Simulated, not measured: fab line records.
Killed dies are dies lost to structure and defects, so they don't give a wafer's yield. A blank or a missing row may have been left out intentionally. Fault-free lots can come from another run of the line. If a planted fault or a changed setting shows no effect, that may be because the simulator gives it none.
fab line records :: flow nand-harc
record:
  lots: 6
  wafers: 18
  last-day: 24
route steps=1159 shown P_ZERO_WELL@20 END@1159
lots untouched by any fault: they come from a run of this same line in which no faults occurred
start-h: hours from the record's first day to the start of the lot's first wafer shown :: wait-h: hours since the lot's step before :: " repeats the value in the row above :: L1.1+2: a single row standing in for several wafers :: - value missing, or start not given :: * or withheld: withheld :: < > ~ a bound
route shown NAME@n: a module of which the file shows steps, and the number in the route of the first :: usual: mean/standard deviation of fault-free wafers :: same: alike in all rows :: chamber/n: place in a boat :: sites: the reading at each site :: _std_site: their standard deviation :: _edge_site: outer sites' mean less inner sites' :: radius-mm: how far each site lies from the wafer's centre :: mask NAME#n: copy n :: behind: the most recent tool/chamber to have shaped the wafer :: hold: why the lot went on hold/how many hours it stayed there/how the hold came to an end :: device: which transistor (n, p or np) failed to switch :: end of line: tests run on the same wafers once the route is complete :: step lacking rows: just its recipe :: killed: not the wafer's yield, but the dies lost to structure and defects at the first sort :: map: shows each die of a wafer: x if killed, . if not, _ if none is there
set.NAME: the setting as run; set.NAME@STEP: as run at that earlier step :: model.NAME: the simulator's own value behind a step, which no gauge read
certain route steps with their lots: each step a table, each wafer a row
services: the hour from which a tool's chamber was out of use, counted from the record's first day as start-h (under 0 if before that day), plus the number of hours and why
== steps ==
step: NHARC_P_ZERO_WELL_STRIP_15
recipe:
  time-s: 900
  temp-c: 130
  chemistry: SPM
step: NHARC_P_ZERO_WELL_DEHYDRATE_16
recipe:
  temp-c: 150
  time-s: 120
step: NHARC_P_ZERO_WELL_HMDS_17
recipe:
  time-s: 30
step: NHARC_P_ZERO_WELL_COAT_18
recipe:
  spin-rpm: withheld
step: NHARC_P_ZERO_WELL_SOFTBAKE_19
recipe:
  temp-c: 122
  time-s: 95
step: NHARC_P_ZERO_WELL_EBR_20
step: NHARC_P_ZERO_WELL_EXPOSE_21
recipe:
  na: 0.6
  target-cd-nm: 720
  dose-mj: 22.31
  mask-id: P_NWELL
step: NHARC_P_ZERO_WELL_PEB_22
recipe:
  peb-temp-c: 118
  peb-time-s: 85
step: NHARC_P_ZERO_WELL_DEVELOP_23
recipe:
  time-s: 70
step: NHARC_P_ZERO_WELL_CD_MEAS_24
recipe:
  target-cd-nm: 720
  landing-energy-ev: 500
usual:
  cd-nm: 720.3/2.1
lot.wafer: L215.1
tool: cd-sem-03
chamber: 0
start-h: 50.60
wait-h: -
cd-nm: 719.1

lot.wafer: L215.3
tool: cd-sem-03
chamber: 0
start-h: 50.60
wait-h: -
cd-nm: 719.5

lot.wafer: L215.4
tool: cd-sem-03
chamber: 0
start-h: 50.60
wait-h: -
cd-nm: 717.2

lot.wafer: L216.1
tool: cd-sem-01
chamber: 0
start-h: 56.47
wait-h: -
cd-nm: 721.6

lot.wafer: L216.2
tool: cd-sem-01
chamber: 0
start-h: 56.47
wait-h: -
cd-nm: 717.4

lot.wafer: L216.6
tool: cd-sem-01
chamber: 0
start-h: 56.47
wait-h: -
cd-nm: 722.8

lot.wafer: L227.1
tool: cd-sem-01
chamber: 0
start-h: 122.37
wait-h: -
cd-nm: 720.3

lot.wafer: L227.4
tool: cd-sem-01
chamber: 0
start-h: 122.37
wait-h: -
cd-nm: 718.3

lot.wafer: L227.6
tool: cd-sem-01
chamber: 0
start-h: 122.37
wait-h: -
cd-nm: 719.9

lot.wafer: L229.1
tool: cd-sem-03
chamber: 0
start-h: 134.47
wait-h: -
cd-nm: 718.9

lot.wafer: L229.2
tool: cd-sem-03
chamber: 0
start-h: 134.47
wait-h: -
cd-nm: 720.7

lot.wafer: L229.3
tool: cd-sem-03
chamber: 0
start-h: 134.47
wait-h: -
cd-nm: 720.6

lot.wafer: L230.1
tool: cd-sem-03
chamber: 0
start-h: 140.53
wait-h: -
cd-nm: 722.3

lot.wafer: L230.4
tool: cd-sem-03
chamber: 0
start-h: 140.53
wait-h: -
cd-nm: 721.1

lot.wafer: L230.5
tool: cd-sem-03
chamber: 0
start-h: 140.53
wait-h: -
cd-nm: 721.6

lot.wafer: L231.1
tool: cd-sem-02
chamber: 0
start-h: 146.50
wait-h: -
cd-nm: 721.0

lot.wafer: L231.3
tool: cd-sem-02
chamber: 0
start-h: 146.50
wait-h: -
cd-nm: 719.0

lot.wafer: L231.4
tool: cd-sem-02
chamber: 0
start-h: 146.50
wait-h: -
cd-nm: 720.0
step: NHARC_P_ZERO_WELL_HARDBAKE_25
recipe:
  temp-c: 125
  time-s: 80
step: NHARC_P_ZERO_WELL_DESCUM_26
recipe:
  time-s: 3
  o2-flow-sccm: 200
  ar-flow-sccm: 0
  bias-power-w: 0
  chemistry: O2
usual:
  chamber-pressure-mTorr: 60.00/0.054
  drypump-motor-current-A: 5.8/0.44
  oes-product-au: 1.000/0.015
  rf-vpp-V: 57.6/0.82
  showerhead-plenum-p-Torr: 1.89/0.073
  throttle-valve-pct: 11.311/0.0079
lot.wafer: L215.1
tool: rie-diel-11
chamber: 1
start-h: 50.76
wait-h: -
chamber-pressure-mTorr: 59.95
drypump-motor-current-A: 6.1
oes-product-au: 0.988
rf-hours-counter-h: 2.5
rf-vpp-V: 57.9
showerhead-plenum-p-Torr: 1.85
throttle-valve-pct: 11.306

lot.wafer: L215.4
tool: rie-diel-11
chamber: 2
start-h: 50.76
wait-h: -
chamber-pressure-mTorr: 60.08
drypump-motor-current-A: 6.2
oes-product-au: 0.978
rf-hours-counter-h: 1.8
rf-vpp-V: 58.6
showerhead-plenum-p-Torr: 1.92
throttle-valve-pct: 11.313

lot.wafer: L215.3
tool: rie-diel-11
chamber: 0
start-h: 50.76
wait-h: -
chamber-pressure-mTorr: 60.00
drypump-motor-current-A: 5.9
oes-product-au: 1.024
rf-hours-counter-h: 2.3
rf-vpp-V: 55.2
showerhead-plenum-p-Torr: 1.88
throttle-valve-pct: 11.308

lot.wafer: L216.1
tool: rie-diel-05
chamber: 2
start-h: 56.66
wait-h: -
chamber-pressure-mTorr: 60.00
drypump-motor-current-A: 5.0
oes-product-au: 0.997
rf-hours-counter-h: 4.4
rf-vpp-V: 57.9
showerhead-plenum-p-Torr: 1.85
throttle-valve-pct: 11.300

lot.wafer: L216.2
tool: rie-diel-05
chamber: 3
start-h: 56.66
wait-h: -
chamber-pressure-mTorr: 59.98
drypump-motor-current-A: 5.6
oes-product-au: 0.997
rf-hours-counter-h: 4.3
rf-vpp-V: 58.0
showerhead-plenum-p-Torr: 1.89
throttle-valve-pct: 11.326

lot.wafer: L216.6
tool: rie-diel-05
chamber: 1
start-h: 56.66
wait-h: -
chamber-pressure-mTorr: 59.89
drypump-motor-current-A: 5.7
oes-product-au: 1.010
rf-hours-counter-h: -
rf-vpp-V: 57.4
showerhead-plenum-p-Torr: 1.83
throttle-valve-pct: 11.320

lot.wafer: L227.4
tool: rie-diel-11
chamber: 1
start-h: 122.55
wait-h: -
chamber-pressure-mTorr: 59.93
drypump-motor-current-A: 6.1
oes-product-au: 1.007
rf-hours-counter-h: 6.6
rf-vpp-V: 59.2
showerhead-plenum-p-Torr: 1.85
throttle-valve-pct: 11.321

lot.wafer: L227.1
tool: rie-diel-11
chamber: 2
start-h: 122.55
wait-h: -
chamber-pressure-mTorr: 59.94
drypump-motor-current-A: 6.2
oes-product-au: 1.012
rf-hours-counter-h: 7.2
rf-vpp-V: 57.3
showerhead-plenum-p-Torr: 1.92
throttle-valve-pct: 11.304

lot.wafer: L227.6
tool: rie-diel-11
chamber: 0
start-h: 122.55
wait-h: -
chamber-pressure-mTorr: 59.99
drypump-motor-current-A: 5.9
oes-product-au: 1.016
rf-hours-counter-h: -
rf-vpp-V: 56.5
showerhead-plenum-p-Torr: 1.88
throttle-valve-pct: 11.309

lot.wafer: L229.2
tool: rie-diel-11
chamber: 2
start-h: 134.63
wait-h: -
chamber-pressure-mTorr: 60.05
drypump-motor-current-A: 6.2
oes-product-au: 1.013
rf-hours-counter-h: 8.2
rf-vpp-V: 58.7
showerhead-plenum-p-Torr: 1.92
throttle-valve-pct: 11.307

lot.wafer: L229.3
tool: rie-diel-11
chamber: 0
start-h: 134.63
wait-h: -
chamber-pressure-mTorr: 60.02
drypump-motor-current-A: 5.8
oes-product-au: 1.023
rf-hours-counter-h: 8.6
rf-vpp-V: 58.1
showerhead-plenum-p-Torr: 1.88
throttle-valve-pct: 11.297

lot.wafer: L229.1
tool: rie-diel-11
chamber: 1
start-h: 134.63
wait-h: -
chamber-pressure-mTorr: 60.08
drypump-motor-current-A: 6.1
oes-product-au: 1.009
rf-hours-counter-h: 7.5
rf-vpp-V: 56.9
showerhead-plenum-p-Torr: 1.84
throttle-valve-pct: 11.316

lot.wafer: L230.1
tool: rie-diel-05
chamber: 0
start-h: 140.69
wait-h: -
chamber-pressure-mTorr: 60.05
drypump-motor-current-A: 6.0
oes-product-au: 1.005
rf-hours-counter-h: 9.5
rf-vpp-V: 56.9
showerhead-plenum-p-Torr: 1.80
throttle-valve-pct: 11.303

lot.wafer: L230.4
tool: rie-diel-05
chamber: 3
start-h: 140.69
wait-h: -
chamber-pressure-mTorr: 59.96
drypump-motor-current-A: 5.6
oes-product-au: 0.972
rf-hours-counter-h: 9.2
rf-vpp-V: 57.1
showerhead-plenum-p-Torr: 1.89
throttle-valve-pct: 11.323

lot.wafer: L230.5
tool: rie-diel-05
chamber: 0
start-h: 140.69
wait-h: -
chamber-pressure-mTorr: 59.95
drypump-motor-current-A: 6.0
oes-product-au: 1.000
rf-hours-counter-h: -
rf-vpp-V: 57.2
showerhead-plenum-p-Torr: 1.80
throttle-valve-pct: 11.304

lot.wafer: L231.1
tool: rie-diel-10
chamber: 2
start-h: 146.67
wait-h: -
chamber-pressure-mTorr: 60.05
drypump-motor-current-A: 6.3
oes-product-au: 1.039
rf-hours-counter-h: 8.8
rf-vpp-V: 57.4
showerhead-plenum-p-Torr: 2.04
throttle-valve-pct: 11.315

lot.wafer: L231.3
tool: rie-diel-10
chamber: 0
start-h: 146.67
wait-h: -
chamber-pressure-mTorr: 59.92
drypump-motor-current-A: 6.6
oes-product-au: 1.020
rf-hours-counter-h: 8.7
rf-vpp-V: 56.1
showerhead-plenum-p-Torr: 1.80
throttle-valve-pct: 11.310

lot.wafer: L231.4
tool: rie-diel-10
chamber: 1
start-h: 146.67
wait-h: -
chamber-pressure-mTorr: 59.92
drypump-motor-current-A: 5.2
oes-product-au: 1.004
rf-hours-counter-h: 9.1
rf-vpp-V: 59.0
showerhead-plenum-p-Torr: 1.96
throttle-valve-pct: 11.312
step: NHARC_P_ZERO_WELL_IMPLANT_27
recipe:
  energy-kev: 600
  dose-cm2: 1e+13
  tilt-deg: 7
usual:
  beam-energy-keV: 600.01/0.19
  beam-on-s: 10.00/0.21
lot.wafer: L215.1
tool: implanter-01
chamber: -
start-h: 50.91
wait-h: 0.1
beam-energy-keV: -
beam-on-s: -

lot.wafer: L215.3
tool: implanter-01
chamber: -
start-h: 50.91
wait-h: 0.1
beam-energy-keV: -
beam-on-s: -

lot.wafer: L215.4
tool: implanter-01
chamber: -
start-h: 50.91
wait-h: 0.1
beam-energy-keV: -
beam-on-s: -

lot.wafer: L216.1
tool: implanter-02
chamber: -
start-h: 56.79
wait-h: 0.1
beam-energy-keV: -
beam-on-s: -

lot.wafer: L216.2
tool: implanter-02
chamber: -
start-h: 56.79
wait-h: 0.1
beam-energy-keV: -
beam-on-s: -

lot.wafer: L216.6
tool: implanter-02
chamber: -
start-h: 56.79
wait-h: 0.1
beam-energy-keV: -
beam-on-s: -

lot.wafer: L227.1
tool: implanter-01
chamber: 0
start-h: 122.67
wait-h: 0.1
beam-energy-keV: 600.00
beam-on-s: 10.17

lot.wafer: L227.4
tool: implanter-01
chamber: 0
start-h: 122.67
wait-h: 0.1
beam-energy-keV: 599.74
beam-on-s: 9.85

lot.wafer: L227.6
tool: implanter-01
chamber: 0
start-h: 122.67
wait-h: 0.1
beam-energy-keV: 599.74
beam-on-s: 9.69

lot.wafer: L229.1
tool: implanter-02
chamber: 0
start-h: 134.77
wait-h: 0.1
beam-energy-keV: 599.90
beam-on-s: 9.90

lot.wafer: L229.2
tool: implanter-02
chamber: 0
start-h: 134.77
wait-h: 0.1
beam-energy-keV: 599.98
beam-on-s: 9.48

lot.wafer: L229.3
tool: implanter-02
chamber: 0
start-h: 134.77
wait-h: 0.1
beam-energy-keV: 600.17
beam-on-s: 10.01

lot.wafer: L230.1
tool: implanter-02
chamber: 0
start-h: 140.84
wait-h: 0.1
beam-energy-keV: 600.03
beam-on-s: 10.15

lot.wafer: L230.4
tool: implanter-02
chamber: 0
start-h: 140.84
wait-h: 0.1
beam-energy-keV: 599.94
beam-on-s: 9.75

lot.wafer: L230.5
tool: implanter-02
chamber: 0
start-h: 140.84
wait-h: 0.1
beam-energy-keV: 599.65
beam-on-s: 9.68

lot.wafer: L231.1
tool: implanter-02
chamber: 0
start-h: 146.82
wait-h: 0.1
beam-energy-keV: 600.14
beam-on-s: 9.62

lot.wafer: L231.3
tool: implanter-02
chamber: 0
start-h: 146.82
wait-h: 0.1
beam-energy-keV: 600.18
beam-on-s: 9.55

lot.wafer: L231.4
tool: implanter-02
chamber: 0
start-h: 146.82
wait-h: 0.1
beam-energy-keV: 599.95
beam-on-s: 9.81
step: NHARC_P_ZERO_WELL_IMPLANT_57
recipe:
  energy-kev: 250
  dose-cm2: 4e+12
  tilt-deg: 7
step: NHARC_END_SORT_01
recipe:
  temp-c: 25
usual:
  killed-at-array: 31/11
  killed-at-other: 0.5/0.78
  killed-at-periphery: 3.0/2
  killed-dies: 34/12
  killed-open: 3.2/2
  killed-short: 1.9/1.6
same:
  gross-dies: 677
lot.wafer: L215.1
tool: prober-01
chamber: 0
start-h: 481.58
wait-h: 2.6
killed-at-array: 30
killed-at-other: 0
killed-at-periphery: 647
killed-dies: 677
killed-open: 1
killed-short: 1

lot.wafer: L215.3
tool: prober-01
chamber: 0
start-h: 483.20
wait-h: 3.2
killed-at-array: 34
killed-at-other: 0
killed-at-periphery: 643
killed-dies: 677
killed-open: 4
killed-short: 5

lot.wafer: L215.4
tool: prober-01
chamber: 0
start-h: 484.01
wait-h: 3.4
killed-at-array: 28
killed-at-other: 2
killed-at-periphery: 647
killed-dies: 677
killed-open: 3
killed-short: 5

lot.wafer: L216.1
tool: prober-01
chamber: 0
start-h: 489.45
wait-h: 2.5
killed-at-array: 41
killed-at-other: 0
killed-at-periphery: 636
killed-dies: 677
killed-open: 3
killed-short: 0

lot.wafer: L216.2
tool: prober-01
chamber: 0
start-h: 490.27
wait-h: 2.8
killed-at-array: 40
killed-at-other: 5
killed-at-periphery: 632
killed-dies: 677
killed-open: 2
killed-short: 2

lot.wafer: L216.6
tool: prober-01
chamber: 0
start-h: 493.54
wait-h: 4.1
killed-at-array: 35
killed-at-other: 1
killed-at-periphery: 641
killed-dies: 677
killed-open: 3
killed-short: 2

lot.wafer: L227.1
tool: prober-01
chamber: 0
start-h: 548.63
wait-h: 2.5
killed-at-array: 34
killed-at-other: 0
killed-at-periphery: 4
killed-dies: 38
killed-open: 6
killed-short: 1

lot.wafer: L227.4
tool: prober-01
chamber: 0
start-h: 551.08
wait-h: 3.4
killed-at-array: 43
killed-at-other: 1
killed-at-periphery: 0
killed-dies: 44
killed-open: 5
killed-short: 4

lot.wafer: L227.6
tool: prober-01
chamber: 0
start-h: 552.70
wait-h: 4.1
killed-at-array: 30
killed-at-other: 0
killed-at-periphery: 0
killed-dies: 30
killed-open: 0
killed-short: 0

lot.wafer: L231.1
tool: prober-02
chamber: 0
start-h: 564.17
wait-h: 2.4
killed-at-array: 42
killed-at-other: 1
killed-at-periphery: 4
killed-dies: 47
killed-open: 10
killed-short: 3

lot.wafer: L231.3
tool: prober-02
chamber: 0
start-h: 565.75
wait-h: 3.1
killed-at-array: 42
killed-at-other: 1
killed-at-periphery: 4
killed-dies: 47
killed-open: 5
killed-short: 9

lot.wafer: L231.4
tool: prober-02
chamber: 0
start-h: 566.55
wait-h: 3.4
killed-at-array: 37
killed-at-other: 1
killed-at-periphery: 3
killed-dies: 41
killed-open: 2
killed-short: 2

lot.wafer: L230.1
tool: prober-01
chamber: 0
start-h: 569.96
wait-h: 2.5
killed-at-array: 44
killed-at-other: 1
killed-at-periphery: 8
killed-dies: 53
killed-open: 6
killed-short: 1

lot.wafer: L230.4
tool: prober-01
chamber: 0
start-h: 572.41
wait-h: 3.4
killed-at-array: 65
killed-at-other: 0
killed-at-periphery: 7
killed-dies: 72
killed-open: 8
killed-short: 3

lot.wafer: L230.5
tool: prober-01
chamber: 0
start-h: 573.23
wait-h: 3.8
killed-at-array: 52
killed-at-other: 0
killed-at-periphery: 3
killed-dies: 55
killed-open: 2
killed-short: 1

lot.wafer: L229.1
tool: prober-02
chamber: 0
start-h: 571.96
wait-h: 2.5
killed-at-array: 29
killed-at-other: 0
killed-at-periphery: 3
killed-dies: 32
killed-open: 3
killed-short: 1

lot.wafer: L229.2
tool: prober-02
chamber: 0
start-h: 572.75
wait-h: 2.8
killed-at-array: 29
killed-at-other: 0
killed-at-periphery: 4
killed-dies: 33
killed-open: 5
killed-short: 2

lot.wafer: L229.3
tool: prober-02
chamber: 0
start-h: 573.54
wait-h: 3.1
killed-at-array: 21
killed-at-other: 0
killed-at-periphery: 3
killed-dies: 24
killed-open: 6
killed-short: 2
killed by level:class
L215.1 P_ZERO_WELL:area-implant=647 A_CHANNEL_HOLE_D1:chamber-film-flake=16 A_BLC:chamber-film-flake=5 A_CONTACT:chamber-film-flake=4 A_STAIRCASE:chamber-film-flake=2 A_CHANNEL_FILL_D1:geometric-particle:short=1 A_M0:geometric-particle:open=1 A_SLIT:chamber-film-flake=1
L215.3 P_ZERO_WELL:area-implant=637 A_CHANNEL_HOLE_D1:chamber-film-flake=15 A_STAIRCASE:chamber-film-flake=5 A_CONTACT:chamber-film-flake=5 P_M0:geometric-particle:short=3 A_BLC:chamber-film-flake=3 A_SLIT:chamber-film-flake=2 P_CONTACT:geometric-particle:open=1
L215.4 P_ZERO_WELL:area-implant=642 A_CHANNEL_HOLE_D1:chamber-film-flake=11 A_STAIRCASE:chamber-film-flake=5 A_BLC:chamber-film-flake=5 A_CONTACT:chamber-film-flake=2 THIN_TSV:chamber-film-flake=2 P_GATE:geometric-particle:open=1 P_CONTACT:geometric-particle:open=1
L216.1 P_ZERO_WELL:area-implant=635 A_SLIT:chamber-film-flake=17 A_CHANNEL_HOLE_D1:chamber-film-flake=13 A_STAIRCASE:chamber-film-flake=4 A_CONTACT:chamber-film-flake=3 A_ONON_D1:geometric-particle:open=1 A_WL_FILL:geometric-particle:open=1 A_M1:geometric-particle:open=1
L216.2 P_ZERO_WELL:area-implant=632 A_CHANNEL_HOLE_D1:chamber-film-flake=14 A_SLIT:chamber-film-flake=14 THIN_TSV:chamber-film-flake=4 A_STAIRCASE:chamber-film-flake=3 A_WL_FILL:chamber-film-flake=2 A_CHANNEL_FILL_D1:chamber-film-flake=2 A_CONTACT:chamber-film-flake=2
L216.6 P_ZERO_WELL:area-implant=639 A_SLIT:chamber-film-flake=15 A_CHANNEL_HOLE_D1:chamber-film-flake=11 A_STAIRCASE:chamber-film-flake=5 A_CONTACT:chamber-film-flake=2 P_CONTACT:geometric-particle:open=1 P_M2:geometric-particle:open=1 A_CHANNEL_FILL_D1:geometric-particle:short=1
L227.1 A_SLIT:chamber-film-flake=17 A_CHANNEL_HOLE_D1:chamber-film-flake=6 A_WL_FILL:chamber-film-flake=4 A_WL_FILL:geometric-particle:open=2 P_ZERO_WELL:chamber-film-flake=2 A_CONTACT:chamber-film-flake=2 P_GATE:geometric-particle:open=1 P_M0:geometric-particle:open=1
L227.4 A_SLIT:chamber-film-flake=24 A_CONTACT:chamber-film-flake=5 A_WL_FILL:chamber-film-flake=3 A_CHANNEL_HOLE_D1:chamber-film-flake=2 A_SOURCE_PLATE:geometric-particle:short=1 A_ONON_D1:geometric-particle:short=1 A_CHANNEL_FILL_D1:geometric-particle:short=1 A_CHANNEL_FILL_D1:geometric-particle:open=1
L227.6 A_SLIT:chamber-film-flake=14 A_CHANNEL_HOLE_D1:chamber-film-flake=9 A_WL_FILL:chamber-film-flake=4 A_CONTACT:chamber-film-flake=3
L231.1 A_SLIT:chamber-film-flake=23 A_CHANNEL_HOLE_D1:chamber-film-flake=6 A_ONON_D1:geometric-particle:open=2 A_CHANNEL_FILL_D1:geometric-particle:open=2 A_CONTACT:geometric-particle:open=2 P_GATE:chamber-film-flake=2 P_M2:geometric-particle:open=1 A_ONON_D1:geometric-particle:short=1
L231.3 A_SLIT:chamber-film-flake=20 A_CHANNEL_HOLE_D1:chamber-film-flake=7 A_ONON_D1:geometric-particle:short=3 A_CONTACT:geometric-particle:short=2 A_WL_FILL:chamber-film-flake=2 A_CONTACT:chamber-film-flake=2 P_GATE:geometric-particle:open=1 P_M0:geometric-particle:short=1
L231.4 A_SLIT:chamber-film-flake=22 A_CHANNEL_HOLE_D1:chamber-film-flake=10 A_SGD_CUT:geometric-particle:short=2 A_WL_FILL:chamber-film-flake=2 P_M1:geometric-particle:open=1 A_CHANNEL_FILL_D1:geometric-particle:open=1 P_STI:chamber-film-flake=1 P_M2:chamber-film-flake=1
L230.1 A_CHANNEL_HOLE_D1:chamber-film-flake=19 A_SLIT:chamber-film-flake=16 A_CONTACT:chamber-film-flake=5 P_GATE:chamber-film-flake=3 P_M0:geometric-particle:open=2 P_CONTACT:geometric-particle:open=1 A_ONON_D1:geometric-particle:open=1 A_CHANNEL_FILL_D1:geometric-particle:open=1
L229.1 A_CHANNEL_HOLE_D1:chamber-film-flake=8 A_CONTACT:chamber-film-flake=6 A_BLC:chamber-film-flake=4 P_BONDPAD:chamber-film-flake=2 A_STAIRCASE:chamber-film-flake=2 A_SGD_CUT:chamber-film-flake=2 A_M0:chamber-film-flake=2 P_M0:geometric-particle:open=1
L230.4 A_CHANNEL_HOLE_D1:chamber-film-flake=26 A_SLIT:chamber-film-flake=21 A_CONTACT:chamber-film-flake=4 A_CONTACT:geometric-particle:open=3 P_BONDPAD:chamber-film-flake=3 A_M0:chamber-film-flake=3 P_GATE:geometric-particle:open=2 A_BLC:geometric-particle:open=2
L229.2 A_BLC:chamber-film-flake=6 A_CONTACT:chamber-film-flake=6 A_CHANNEL_HOLE_D1:chamber-film-flake=5 A_SGD_CUT:chamber-film-flake=3 A_ONON_D1:geometric-particle:open=2 A_SLIT:chamber-film-flake=2 P_GATE:geometric-particle:open=1 P_M0:geometric-particle:open=1
L230.5 A_CHANNEL_HOLE_D1:chamber-film-flake=26 A_SLIT:chamber-film-flake=17 A_CONTACT:chamber-film-flake=6 A_WL_FILL:geometric-particle:short=1 A_WL_FILL:geometric-particle:open=1 A_BLC:geometric-particle:open=1 P_STI:chamber-film-flake=1 P_GATE:chamber-film-flake=1
L229.3 A_CHANNEL_HOLE_D1:chamber-film-flake=4 A_SGD_CUT:chamber-film-flake=4 A_CONTACT:geometric-particle:open=2 A_CONTACT:chamber-film-flake=2 A_M0:chamber-film-flake=2 P_GATE:geometric-particle:open=1 P_CONTACT:geometric-particle:open=1 A_ONON_D1:geometric-particle:open=1
map L215.1 (x killed, . not)
____________x____________
_________xxxxxxx_________
_______xxxxxxxxxxx_______
______xxxxxxxxxxxxx______
_____xxxxxxxxxxxxxxx_____
____xxxxxxxxxxxxxxxxx____
____xxxxxxxxxxxxxxxxx____
___xxxxxxxxxxxxxxxxxxx___
___xxxxxxxxxxxxxxxxxxx___
__xxxxxxxxxxxxxxxxxxxxx__
__xxxxxxxxxxxxxxxxxxxxx__
_xxxxxxxxxxxxxxxxxxxxxxx_
_xxxxxxxxxxxxxxxxxxxxxxx_
_xxxxxxxxxxxxxxxxxxxxxxx_
_xxxxxxxxxxxxxxxxxxxxxxx_
_xxxxxxxxxxxxxxxxxxxxxxx_
xxxxxxxxxxxxxxxxxxxxxxxxx
xxxxxxxxxxxxxxxxxxxxxxxxx
xxxxxxxxxxxxxxxxxxxxxxxxx
xxxxxxxxxxxxxxxxxxxxxxxxx
xxxxxxxxxxxxxxxxxxxxxxxxx
_xxxxxxxxxxxxxxxxxxxxxxx_
_xxxxxxxxxxxxxxxxxxxxxxx_
_xxxxxxxxxxxxxxxxxxxxxxx_
_xxxxxxxxxxxxxxxxxxxxxxx_
_xxxxxxxxxxxxxxxxxxxxxxx_
__xxxxxxxxxxxxxxxxxxxxx__
__xxxxxxxxxxxxxxxxxxxxx__
___xxxxxxxxxxxxxxxxxxx___
___xxxxxxxxxxxxxxxxxxx___
____xxxxxxxxxxxxxxxxx____
____xxxxxxxxxxxxxxxxx____
_____xxxxxxxxxxxxxxx_____
______xxxxxxxxxxxxx______
_______xxxxxxxxxxx_______
_________xxxxxxx_________
____________x____________
map L216.1 (x killed, . not)
____________x____________
_________xxxxxxx_________
_______xxxxxxxxxxx_______
______xxxxxxxxxxxxx______
_____xxxxxxxxxxxxxxx_____
____xxxxxxxxxxxxxxxxx____
____xxxxxxxxxxxxxxxxx____
___xxxxxxxxxxxxxxxxxxx___
___xxxxxxxxxxxxxxxxxxx___
__xxxxxxxxxxxxxxxxxxxxx__
__xxxxxxxxxxxxxxxxxxxxx__
_xxxxxxxxxxxxxxxxxxxxxxx_
_xxxxxxxxxxxxxxxxxxxxxxx_
_xxxxxxxxxxxxxxxxxxxxxxx_
_xxxxxxxxxxxxxxxxxxxxxxx_
_xxxxxxxxxxxxxxxxxxxxxxx_
xxxxxxxxxxxxxxxxxxxxxxxxx
xxxxxxxxxxxxxxxxxxxxxxxxx
xxxxxxxxxxxxxxxxxxxxxxxxx
xxxxxxxxxxxxxxxxxxxxxxxxx
xxxxxxxxxxxxxxxxxxxxxxxxx
_xxxxxxxxxxxxxxxxxxxxxxx_
_xxxxxxxxxxxxxxxxxxxxxxx_
_xxxxxxxxxxxxxxxxxxxxxxx_
_xxxxxxxxxxxxxxxxxxxxxxx_
_xxxxxxxxxxxxxxxxxxxxxxx_
__xxxxxxxxxxxxxxxxxxxxx__
__xxxxxxxxxxxxxxxxxxxxx__
___xxxxxxxxxxxxxxxxxxx___
___xxxxxxxxxxxxxxxxxxx___
____xxxxxxxxxxxxxxxxx____
____xxxxxxxxxxxxxxxxx____
_____xxxxxxxxxxxxxxx_____
______xxxxxxxxxxxxx______
_______xxxxxxxxxxx_______
_________xxxxxxx_________
____________x____________
== services ==
tool: rie-diel-10
chamber: 2
start-h: 34.32
hours: 4.2
kind: repair

tool: rie-diel-11
chamber: 0
start-h: 46.00
hours: -
kind: clean

tool: rie-diel-11
chamber: 1
start-h: 46.00
hours: -
kind: clean

tool: rie-diel-11
chamber: 2
start-h: 46.00
hours: -
kind: clean

tool: rie-diel-11
chamber: 3
start-h: 46.00
hours: -
kind: clean

tool: rie-diel-11
chamber: 1
start-h: 59.22
hours: 7.6
kind: repair

tool: rie-diel-11
chamber: 0
start-h: 70.50
hours: -
kind: clean

tool: rie-diel-11
chamber: 1
start-h: 70.50
hours: -
kind: clean

tool: rie-diel-11
chamber: 2
start-h: 70.50
hours: -
kind: clean

tool: rie-diel-11
chamber: 3
start-h: 70.50
hours: -
kind: clean

tool: rie-diel-11
chamber: -
start-h: 76.75
hours: 0.3
kind: repair

tool: implanter-02
chamber: -
start-h: 85.00
hours: 13.0
kind: pm

tool: rie-diel-11
chamber: 0
start-h: 95.00
hours: -
kind: clean

tool: rie-diel-11
chamber: 1
start-h: 95.00
hours: -
kind: clean

tool: rie-diel-11
chamber: 2
start-h: 95.00
hours: -
kind: clean

tool: rie-diel-11
chamber: 3
start-h: 95.00
hours: -
kind: clean

tool: rie-diel-11
chamber: 0
start-h: 119.50
hours: -
kind: clean

tool: rie-diel-11
chamber: 1
start-h: 119.50
hours: -
kind: clean

tool: rie-diel-11
chamber: 2
start-h: 119.50
hours: -
kind: clean

tool: rie-diel-11
chamber: 3
start-h: 119.50
hours: -
kind: clean

tool: implanter-01
chamber: -
start-h: 133.00
hours: 5.6
kind: repair

tool: rie-diel-11
chamber: 0
start-h: 144.00
hours: -
kind: clean

tool: rie-diel-11
chamber: 1
start-h: 144.00
hours: -
kind: clean

tool: rie-diel-11
chamber: 2
start-h: 144.00
hours: -
kind: clean
== key ==
first-sign:
  step: NHARC_P_ZERO_WELL_IMPLANT_27
  reading: tool-record
  direction: missing
effect:
  step: NHARC_END_SORT_01
  reading: killed-at-periphery
  direction: up
  sigmas: 99+
  usual: 3.0
  struck: 641
more-kills-born-at:
  NHARC_P_ZERO_WELL_IMPLANT_27@implanter-01: 1926
  NHARC_P_ZERO_WELL_IMPLANT_27@implanter-02: 1906
met-at NHARC_P_ZERO_WELL_IMPLANT_27
struck-wafers L215.1,L215.3,L215.4,L216.1,L216.2,L216.6
later-rows-left-out L215.1,L215.3,L215.4,L216.1,L216.2,L216.6
tester-left-out L215,L216
fault:
  kind: skipped-step-whole
  tool: implanter-01,implanter-02
  chamber: -
  onset-h: 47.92
  steps: NHARC_P_ZERO_WELL_IMPLANT_27
  scope: struck-lots-only
tester-left-out: of these lots the tester's yield and bins aren't shown, on N5 and GAA mostly nor the transistor test; their killed dies are dies lost to structure and defects alone, not to doping, threshold or leakage, so they don't give the yield
later-rows-left-out: the simulator's readings of these wafers behind a module that went badly wrong aren't trusted and aren't shown, but for the sort
